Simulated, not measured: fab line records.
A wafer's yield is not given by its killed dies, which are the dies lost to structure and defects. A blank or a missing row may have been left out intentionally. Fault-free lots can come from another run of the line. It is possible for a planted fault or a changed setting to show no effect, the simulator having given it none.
fab line records -- flow n5_finfet
record: lots: 10, wafers: 27, last_day: 17
route steps=1938 shown BEOL_M1@802 BEOL_M2@856 BEOL_M4@1111 PASSIVATION@1936
lots that met no fault: taken from a fault-free run of the same line
start_h: start of the lot's first displayed wafer, in hours after the record's first day -- wait_h: how many hours have passed since the lot's step before this one -- " repeats the value in the row above -- L1.1+2: a row that stands for several wafers -- - either no value or no given start -- * or withheld: withheld -- < > ~ a bound
route shown NAME@n: a module of which the file shows steps, and the number in the route of the first -- usual: average and standard deviation across the fault-free wafers -- same: alike in all rows -- chamber/n: place in a boat -- sites: the reading at each site -- _std_site: their standard deviation -- _edge_site: the outer-site mean with the inner-site mean subtracted -- radius_mm: how far each site lies from the wafer's centre -- mask NAME#n: copy n -- behind: the most recent tool/chamber to have shaped the wafer -- hold: why the lot went on hold/how many hours it stayed there/how the hold came to an end -- device: names the non-switching transistor (n, p or np) -- end of line: the tests these same wafers got at the end of their route -- step lacking rows: just its recipe -- killed: dies lost to structure and defects at the first sort, not the wafer's yield -- map: a wafer's dies, marking killed ones x, the rest . and places with no die _
set.NAME: the setting the step ran with; set.NAME@STEP: the setting that earlier step ran with -- model.NAME: the simulator's own value behind a step, which no gauge read
steps of the route over a sample of lots; a table a step, a row a wafer
services: from which hour (start_h, from the record's first day; less than 0 if before it) a tool's chamber was out of use, for how many hours, and why
== steps ==
step: N5_BEOL_M1_STRIP_97
recipe: chemistry: N2/H2, time_s: 10, power_w: 450, temp_c: 40, pressure_mtorr: 20, rf_frequency_hz: 6e+07, bias_power_w: 7, n2_flow_sccm: 200, h2_flow_sccm: 200
usual: bias_power_w: 7.000/0.018, drypump_motor_current_A: 5.6/0.5, oes_product_au: 0.78/0.081, rf_vpp_V: 59.1/0.87, showerhead_plenum_p_Torr: 2.53/0.086, throttle_valve_pct: 23.7/0.41
lot.wafer,tool,chamber,start_h,wait_h,bias_power_w,drypump_motor_current_A,oes_product_au,rf_hours_counter_h,rf_vpp_V,showerhead_plenum_p_Torr,throttle_valve_pct
L627.2,rie_diel-03,0,-,-,6.993,5.9,0.74,147,58.6,2.55,24.0
L627.3,rie_diel-03,3,-,-,7.015,5.4,0.71,215,59.3,2.62,23.8
L628.3,rie_diel-03,3,-,-,6.999,5.4,0.72,216,59.6,2.62,23.8
L628.5,rie_diel-03,1,-,-,6.968,6.1,0.93,-,57.8,2.51,23.9
L628.6,rie_diel-03,2,-,-,7.010,5.1,0.77,-,59.0,2.42,23.0
L629.2,rie_diel-01,3,-,-,6.964,5.3,0.70,192,58.9,2.44,23.7
L629.6,rie_diel-01,1,-,-,7.035,5.8,0.87,-,59.0,2.58,23.5
L637.3,rie_diel-03,0,-,-,6.949,5.9,0.73,162,57.6,2.54,24.0
L637.4,rie_diel-03,3,-,-,7.016,5.4,0.71,229,59.8,2.61,23.8
L637.5,rie_diel-03,1,-,-,6.957,6.1,0.90,-,58.0,2.51,23.9
L639.1,rie_diel-01,0,-,-,6.975,4.9,0.86,63,58.6,2.59,24.1
L639.2,rie_diel-01,2,-,-,6.992,5.0,0.69,237,59.0,2.50,24.3
L639.4,rie_diel-01,3,-,-,6.987,5.3,0.68,212,58.0,2.43,23.8
L643.1,rie_diel-01,0,-,-,6.995,4.9,0.85,68,59.1,2.59,24.1
L643.4,rie_diel-01,2,-,-,6.971,5.0,0.68,242,58.7,2.50,24.3
L643.6,rie_diel-01,3,-,-,7.014,5.4,0.68,-,59.1,2.43,23.7
L645.2,rie_diel-03,2,-,-,6.968,5.0,0.74,172,57.3,2.41,23.1
L645.4,rie_diel-03,0,-,-,7.018,5.9,0.72,175,57.7,2.54,24.1
L645.6,rie_diel-03,1,-,-,7.027,6.1,0.89,-,58.5,2.50,23.9
L648.2,rie_diel-01,1,-,-,7.027,5.8,0.82,65,59.5,2.57,23.5
L648.4,rie_diel-01,2,-,-,6.995,5.0,1.00,2,59.5,2.50,24.0
L649.2,rie_diel-01,2,-,-,7.028,5.0,0.99,3,58.2,2.50,24.0
L649.3,rie_diel-01,3,-,-,7.004,5.4,0.67,227,59.3,2.42,23.8
L649.4,rie_diel-01,1,-,-,6.994,5.8,0.82,67,58.3,2.57,23.5
L650.2,rie_diel-03,2,-,-,7.020,5.1,0.73,186,58.1,2.40,23.1
L650.3,rie_diel-03,0,-,-,7.022,5.9,0.70,190,59.5,2.53,24.1
L650.6,rie_diel-03,1,-,-,6.987,6.1,0.85,-,59.2,2.49,23.9
step: N5_BEOL_M1_ANNEAL_89
recipe: temp_c: 400, time_s: 240, ambient: vacuum
usual: heater_power_w: 826/60
lot.wafer,tool,chamber,start_h,wait_h,heater_power_w
L627.2,pvd_sputter-03,-,126.41,0.0,843
L627.3,pvd_sputter-03,-,126.41,0.0,780
L628.3,pvd_sputter-01,-,130.07,0.0,792
L628.5,pvd_sputter-01,-,130.07,0.0,784
L628.6,pvd_sputter-01,-,130.07,0.0,878
L629.2,pvd_sputter-03,-,134.58,0.0,740
L629.6,pvd_sputter-03,-,134.58,0.0,918
L637.3,pvd_sputter-02,-,180.91,0.0,781
L637.4,pvd_sputter-02,-,180.91,0.0,769
L637.5,pvd_sputter-02,-,180.91,0.0,790
L639.1,pvd_sputter-01,-,199.07,0.0,780
L639.2,pvd_sputter-01,-,199.07,0.0,908
L639.4,pvd_sputter-01,-,199.07,0.0,845
L643.1,pvd_sputter-03,-,213.62,0.0,759
L643.4,pvd_sputter-03,-,213.62,0.0,874
L643.6,pvd_sputter-03,-,213.62,0.0,897
L645.2,pvd_sputter-03,-,230.43,0.0,894
L645.4,pvd_sputter-03,-,230.43,0.0,774
L645.6,pvd_sputter-03,-,230.43,0.0,756
L648.2,pvd_sputter-01,-,251.47,0.0,882
L648.4,pvd_sputter-01,-,251.47,0.0,715
L649.2,pvd_sputter-01,-,259.12,0.0,867
L649.3,pvd_sputter-01,-,259.12,0.0,829
L649.4,pvd_sputter-01,-,259.12,0.0,737
L650.2,pvd_sputter-01,-,269.22,0.0,813
L650.3,pvd_sputter-01,-,269.22,0.0,855
L650.6,pvd_sputter-01,-,269.22,0.0,880
step: N5_BEOL_M1_THK_MEAS_53
recipe: thk_meas_gauge: xrf, reads: Cu_of_BEOL_M1_ECD_50
usual: M1_THK: 40.5/1.7
lot.wafer,tool,chamber,start_h,wait_h,M1_THK[nm]
L627.2,film_metro-01,-,128.00,-,42.7
L627.3,film_metro-01,-,128.00,-,39.1
L628.3,film_metro-02,-,131.93,-,41.3
L628.5,film_metro-02,-,131.93,-,43.6
L628.6,film_metro-02,-,131.93,-,40.6
L629.2,film_metro-01,-,136.36,-,38.8
L629.6,film_metro-01,-,136.36,-,41.6
L637.3,film_metro-01,-,182.73,-,38.6
L637.4,film_metro-01,-,182.73,-,40.1
L637.5,film_metro-01,-,182.73,-,38.6
L639.1,film_metro-02,-,200.66,-,39.2
L639.2,film_metro-02,-,200.66,-,40.7
L639.4,film_metro-02,-,200.66,-,39.6
L643.1,film_metro-01,-,215.20,-,40.3
L643.4,film_metro-01,-,215.20,-,43.2
L643.6,film_metro-01,-,215.20,-,41.0
L645.2,film_metro-02,-,232.03,-,41.8
L645.4,film_metro-02,-,232.03,-,40.7
L645.6,film_metro-02,-,232.03,-,42.5
L648.2,film_metro-01,-,253.08,-,38.2
L648.4,film_metro-01,-,253.08,-,41.2
L649.2,film_metro-01,-,260.73,-,39.9
L649.3,film_metro-01,-,260.73,-,41.0
L649.4,film_metro-01,-,260.73,-,41.3
L650.2,film_metro-02,-,270.94,-,39.9
L650.3,film_metro-02,-,270.94,-,40.7
L650.6,film_metro-02,-,270.94,-,41.6
step: N5_BEOL_M1_PRE_CLEAN_60
recipe: gas: NH3/H2, time_s: 15, temp_c: *, rf_power_w: 300
usual: heater_power_w: 71/11
lot.wafer,tool,chamber,start_h,wait_h,heater_power_w,since_wet_clean_h
L627.2,cvd_co-01,2,128.04,0.0,79,210
L627.3,cvd_co-01,0,128.04,0.0,65,669
L628.3,cvd_co-02,0,131.99,0.1,75,-
L628.5,cvd_co-02,0,131.99,0.1,74,-
L628.6,cvd_co-02,2,131.99,0.1,81,-
L629.2,cvd_co-01,2,136.40,0.0,79,218
L629.6,cvd_co-01,1,136.40,0.0,55,-
L637.3,cvd_co-02,0,182.77,0.0,74,943
L637.4,cvd_co-02,0,182.77,0.0,74,-
L637.5,cvd_co-02,2,182.77,0.0,81,-
L639.1,cvd_co-02,0,200.70,0.0,76,961
L639.2,cvd_co-02,2,200.70,0.0,82,501
L639.4,cvd_co-02,2,200.70,0.0,82,-
L643.1,cvd_co-01,1,215.26,0.1,57,1194
L643.4,cvd_co-01,2,215.26,0.1,81,-
L643.6,cvd_co-01,1,215.26,0.1,56,-
L645.2,cvd_co-01,2,232.09,0.1,78,314
L645.4,cvd_co-01,0,232.09,0.1,66,-
L645.6,cvd_co-01,1,232.09,0.1,56,-
L648.2,cvd_co-01,1,253.11,0.0,57,1232
L648.4,cvd_co-01,0,253.11,0.0,66,-
L649.2,cvd_co-02,1,260.77,0.0,87,124
L649.3,cvd_co-02,2,260.77,0.0,80,561
L649.4,cvd_co-02,1,260.77,0.0,86,-
L650.2,cvd_co-01,2,270.98,0.0,81,353
L650.3,cvd_co-01,0,270.98,0.0,69,812
L650.6,cvd_co-01,1,270.98,0.0,56,-
step: N5_BEOL_M1_INSPECT_59
recipe: inspect_instrument: darkfield, mode: post_dep
usual: raw_defect_count: 71/26
lot.wafer,tool,chamber,start_h,wait_h,raw_defect_count
L627.2,defect_inspect-02,-,128.29,0.0,67
L627.3,defect_inspect-02,-,128.29,0.0,102
L628.3,defect_inspect-02,-,132.27,0.0,54
L628.5,defect_inspect-02,-,132.27,0.0,61
L628.6,defect_inspect-02,-,132.27,0.0,24
L629.2,defect_inspect-01,-,136.65,0.0,52
L629.6,defect_inspect-01,-,136.65,0.0,77
L637.3,defect_inspect-01,-,183.02,0.0,354
L637.4,defect_inspect-01,-,183.02,0.0,336
L637.5,defect_inspect-01,-,183.02,0.0,357
L639.1,defect_inspect-02,-,200.95,0.0,378
L639.2,defect_inspect-02,-,200.95,0.0,408
L639.4,defect_inspect-02,-,200.95,0.0,372
L643.1,defect_inspect-01,-,215.53,0.0,74
L643.4,defect_inspect-01,-,215.53,0.0,73
L643.6,defect_inspect-01,-,215.53,0.0,90
L645.2,defect_inspect-01,-,232.34,0.0,79
L645.4,defect_inspect-01,-,232.34,0.0,70
L645.6,defect_inspect-01,-,232.34,0.0,65
L648.2,defect_inspect-02,-,253.40,0.0,44
L648.4,defect_inspect-02,-,253.40,0.0,41
L649.2,defect_inspect-02,-,261.02,0.0,61
L649.3,defect_inspect-02,-,261.02,0.0,64
L649.4,defect_inspect-02,-,261.02,0.0,49
L650.2,defect_inspect-01,-,271.23,0.0,65
L650.3,defect_inspect-01,-,271.23,0.0,61
L650.6,defect_inspect-01,-,271.23,0.0,55
step: N5_BEOL_M2_INSPECT_13
recipe: mode: adi, inspect_instrument: brightfield
usual: raw_defect_count: 396/93
lot.wafer,tool,chamber,start_h,wait_h,raw_defect_count
L627.2,defect_inspect-01,-,130.90,0.0,486
L627.3,defect_inspect-01,-,130.90,0.0,404
L628.3,defect_inspect-02,-,133.48,0.0,318
L628.5,defect_inspect-02,-,133.48,0.0,458
L628.6,defect_inspect-02,-,133.48,0.0,278
L629.2,defect_inspect-01,-,137.95,0.0,324
L629.6,defect_inspect-01,-,137.95,0.0,307
L637.3,defect_inspect-01,-,183.96,0.0,570
L637.4,defect_inspect-01,-,183.96,0.0,653
L637.5,defect_inspect-01,-,183.96,0.0,686
L639.1,defect_inspect-01,-,201.96,0.1,661
L639.2,defect_inspect-01,-,201.96,0.1,658
L639.4,defect_inspect-01,-,201.96,0.1,709
L643.1,defect_inspect-02,-,218.04,0.1,405
L643.4,defect_inspect-02,-,218.04,0.1,431
L643.6,defect_inspect-02,-,218.04,0.1,442
L645.2,defect_inspect-01,-,233.52,0.0,304
L645.4,defect_inspect-01,-,233.52,0.0,395
L645.6,defect_inspect-01,-,233.52,0.0,452
L648.2,defect_inspect-01,-,256.69,0.0,302
L648.4,defect_inspect-01,-,256.69,0.0,388
L649.2,defect_inspect-01,-,266.41,0.0,333
L649.3,defect_inspect-01,-,266.41,0.0,418
L649.4,defect_inspect-01,-,266.41,0.0,411
L650.2,defect_inspect-01,-,273.01,0.0,335
L650.3,defect_inspect-01,-,273.01,0.0,338
L650.6,defect_inspect-01,-,273.01,0.0,292
step: N5_BEOL_M4_RC_MEAS_101
usual: DIBL_N: 36.3/1.6, DIBL_P: 36.2/2.1, IOFF_N: 0.16/0.031, IOFF_P: 0.21/0.034, ION_N: 673/11, ION_P: 461/7.4, SS_N: 71.6/0.55, SS_P: 73.3/0.66, VT_N: 251/3.2, VT_P: -251/3.5
lot.wafer,tool,chamber,start_h,wait_h,DIBL_N[mV/V],DIBL_P[mV/V],IOFF_N[nA/um],IOFF_P[nA/um],ION_N[uA/um],ION_P[uA/um],SS_N[mV/dec],SS_P[mV/dec],VT_N[mV],VT_P[mV]
L627.2,prober-02,0,157.00,0.2,36.6,35.7,0.16,0.23,678,469,72.4,73.7,250,-252
L627.3,prober-02,0,157.00,0.2,34.4,33.3,0.13,0.19,683,473,71.6,73.3,252,-250
L628.3,prober-02,0,159.98,0.3,36.3,36.0,0.14,0.21,683,471,71.0,73.8,254,-254
L628.5,prober-02,0,159.98,0.3,36.8,36.5,0.14,0.21,665,462,71.5,73.4,253,-253
L628.6,prober-02,0,159.98,0.3,38.4,37.9,0.17,0.25,676,464,71.2,74.0,250,-251
L629.2,prober-02,0,163.25,0.2,33.4,33.4,0.12,0.15,664,452,70.8,72.9,258,-254
L629.6,prober-02,0,163.25,0.2,35.0,36.1,0.15,0.20,661,453,71.6,73.3,249,-251
L637.3,prober-01,0,211.20,0.3,34.6,34.2,0.14,0.17,675,458,71.9,73.1,252,-255
L637.4,prober-01,0,211.20,0.3,36.0,36.7,0.18,0.20,683,469,71.6,73.8,249,-251
L637.5,prober-01,0,211.20,0.3,35.9,36.5,0.17,0.20,694,469,72.3,74.3,249,-252
L639.1,prober-02,0,229.28,0.0,34.2,36.2,0.13,0.19,672,466,70.9,72.7,253,-252
L639.2,prober-02,0,229.28,0.0,36.8,39.3,0.18,0.24,669,461,72.6,73.5,246,-248
L639.4,prober-02,0,229.28,0.0,36.3,38.6,0.17,0.24,689,475,71.2,74.0,247,-247
L643.1,prober-02,0,245.44,0.0,37.3,38.7,0.19,0.27,687,475,71.9,73.0,245,-241
L643.4,prober-02,0,245.44,0.0,33.8,33.8,0.12,0.20,680,476,70.7,72.2,252,-248
L643.6,prober-02,0,245.44,0.0,35.9,36.8,0.17,0.24,680,469,71.6,73.1,247,-244
L645.2,prober-01,0,261.83,0.2,37.7,38.2,0.18,0.22,687,465,71.7,73.5,249,-252
L645.4,prober-01,0,261.83,0.2,37.0,36.0,0.15,0.20,668,461,72.2,73.6,250,-255
L645.6,prober-01,0,261.83,0.2,38.1,37.4,0.19,0.23,676,464,72.0,73.1,250,-248
L648.2,prober-01,0,281.13,0.2,36.8,35.2,0.15,0.19,667,454,71.3,73.0,253,-254
L648.4,prober-01,0,281.13,0.2,38.1,37.4,0.17,0.21,689,464,71.6,74.0,246,-253
L649.2,prober-01,0,295.65,0.2,34.2,32.7,0.10,0.14,656,455,70.4,71.8,257,-254
L649.3,prober-01,0,295.65,0.2,37.2,37.0,0.15,0.19,667,456,71.2,72.6,251,-253
L649.4,prober-01,0,295.65,0.2,36.9,36.4,0.14,0.19,666,463,71.6,72.9,252,-255
L650.2,prober-01,0,298.01,0.2,37.9,38.5,0.19,0.23,687,466,71.7,74.6,248,-249
L650.3,prober-01,0,298.01,0.2,39.1,41.1,0.23,0.28,697,472,73.3,74.0,245,-248
L650.6,prober-01,0,298.01,0.2,39.1,41.7,0.25,0.29,708,478,72.5,74.3,243,-248
step: N5_PASSIVATION_PROBE_49
usual: defect_limited_yield: 91.5/1.5, killed_at_M0_to_M3: 32/9.4, killed_at_M4_up: 12/5.1, killed_at_contacts: 11/7.4, killed_at_front_end: 41/11, killed_at_other: 3.4/2.5, killed_dies: 100/17, killed_open: 65/14, killed_short: 33/7, sort_bin_5_function: 4.9/0.96, sort_bin_6_memory: 3.1/0.7, sort_n_pass: 1080/17, sort_yield_pct: 91.5/1.5
same: gross_dies: 1180, killed_at_back_side: 0, sort_bin_4_leakage[%]: 0, sort_bin_8_speed[%]: 0
lot.wafer,tool,chamber,start_h,wait_h,defect_limited_yield[%],killed_at_M0_to_M3,killed_at_M4_up,killed_at_contacts,killed_at_front_end,killed_at_other,killed_dies,killed_open,killed_short,sort_bin_5_function[%],sort_bin_6_memory[%],sort_n_pass,sort_yield_pct[%]
L637.3,prober-02,-,305.21,0.1,81.4,137,13,6,63,1,220,94,29,12.3,4.7,960,81.4
L637.4,prober-02,-,305.26,0.2,83.2,139,21,9,28,1,198,71,35,11.4,3.8,982,83.2
L637.5,prober-02,-,305.31,0.2,85.5,95,7,4,65,0,171,82,33,7.8,5.0,1009,85.5
L639.1,prober-01,-,327.45,0.0,82.8,127,18,8,44,6,203,60,35,11.6,3.8,977,82.8
L639.2,prober-01,-,327.50,0.1,86.7,93,8,5,48,3,157,63,35,7.5,4.2,1023,86.7
L639.4,prober-01,-,327.60,0.2,88.1,76,9,16,38,2,141,60,27,8.2,2.6,1039,88.1
killed by level:class
L637.3 BEOL_M1:unspecified=97 FIN_SAQP:geometric_particle:open=22 BEOL_M1:geometric_particle:open=12 STI_FIN_REVEAL:geometric_particle:open=10 BEOL_M2:geometric_particle:open=9 BEOL_M0_SAQP:geometric_particle:open=7 STI_FIN_REVEAL:geometric_particle:short=6 FIN_SAQP:geometric_particle:short=5
L637.4 BEOL_M1:unspecified=92 BEOL_M0_SAQP:geometric_particle:open=14 BEOL_M0_SAQP:geometric_particle:short=12 BEOL_M4:geometric_particle:open=11 BEOL_M2:geometric_particle:open=10 FIN_SAQP:geometric_particle:open=9 MOL_CONTACT_COAG:geometric_particle:open=7 BEOL_M5:geometric_particle:open=5
L637.5 BEOL_M1:unspecified=52 BEOL_M2:geometric_particle:open=20 FIN_SAQP:geometric_particle:open=16 FIN_SAQP:geometric_particle:short=14 BEOL_M1:geometric_particle:open=7 GATE_CUT:geometric_particle:short=7 BEOL_M0_SAQP:geometric_particle:open=7 STI_FIN_REVEAL:geometric_particle:open=6
L639.1 BEOL_M1:unspecified=107 FIN_SAQP:geometric_particle:open=10 STI_FIN_REVEAL:geometric_particle:open=10 FIN_SAQP:geometric_particle:short=8 BEOL_M4:geometric_particle:open=7 MOL_CONTACT_COAG:geometric_particle:open=6 BEOL_M0_SAQP:geometric_particle:open=4 BEOL_M3:geometric_particle:open=4
L639.2 BEOL_M1:unspecified=57 FIN_SAQP:geometric_particle:open=12 STI_FIN_REVEAL:geometric_particle:open=11 FIN_SAQP:geometric_particle:short=9 BEOL_M2:geometric_particle:open=9 BEOL_M3:geometric_particle:open=6 BEOL_M0_SAQP:geometric_particle:short=5 GATE_CUT:geometric_particle:short=4
L639.4 BEOL_M1:unspecified=54 MOL_CONTACT_COAG:geometric_particle:open=12 STI_FIN_REVEAL:geometric_particle:open=10 FIN_SAQP:geometric_particle:open=6 BEOL_M0_SAQP:geometric_particle:open=6 DUMMY_GATE:geometric_particle:open=5 FIN_SAQP:geometric_particle:short=4 MOL_CONTACT_COAG:geometric_particle:short=4
== services ==
tool,chamber,start_h,hours,kind
rie_diel-01,-,105.87,0.6,repair
cvd_co-02,1,114.67,-,clean
cvd_co-02,1,114.67,22.0,scheduled_down
cvd_co-02,1,114.67,22.0,vent_cycle
pvd_sputter-03,-,116.95,1.2,repair
cvd_co-02,-,136.33,2.8,pm
rie_diel-01,1,140.00,12.9,repair
cvd_co-01,2,164.89,2.3,repair
rie_diel-03,0,181.89,7.9,repair
cvd_co-01,0,192.50,9.5,repair
rie_diel-01,3,211.88,14.8,repair
rie_diel-01,2,230.42,-,clean
rie_diel-01,2,230.42,-,consumable_replace:focus_ring
rie_diel-01,2,230.42,13.2,scheduled_down
rie_diel-01,2,230.42,13.2,vent_cycle
rie_diel-03,3,232.01,2.0,repair
rie_diel-03,3,245.09,-,clean
rie_diel-03,3,245.09,-,consumable_replace:focus_ring
rie_diel-03,3,245.09,17.9,scheduled_down
rie_diel-03,3,245.09,17.9,vent_cycle
rie_diel-03,3,266.40,4.3,repair
== key ==
first_sign: step: N5_BEOL_M1_INSPECT_59, reading: raw_defect_count, direction: up, sigmas: 11, usual: 71, struck: 368
effect: step: N5_BEOL_M2_INSPECT_13, reading: raw_defect_count, direction: up, sigmas: 2.8, usual: 396, struck: 656
effect: step: N5_PASSIVATION_PROBE_49, reading: killed_at_M0_to_M3, direction: up, sigmas: 8.5, usual: 32, struck: 111
more_kills_born_at: N5_BEOL_M1_PRE_CLEAN_60@cvd_co-02: 459
met_at N5_BEOL_M1_PRE_CLEAN_60
struck_lots L637,L639
not_acting_at N5_BEOL_M1_STRIP_97,N5_BEOL_M1_ANNEAL_89,N5_BEOL_M1_THK_MEAS_53
onset_between 131.99 182.77
fault: kind: chamber_particle_source, tool: cvd_co-02, chamber: -, onset_h: 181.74, steps: N5_BEOL_M1_PRE_CLEAN_60, rate_per_visit_cm2: 0.43902, end_h: 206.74
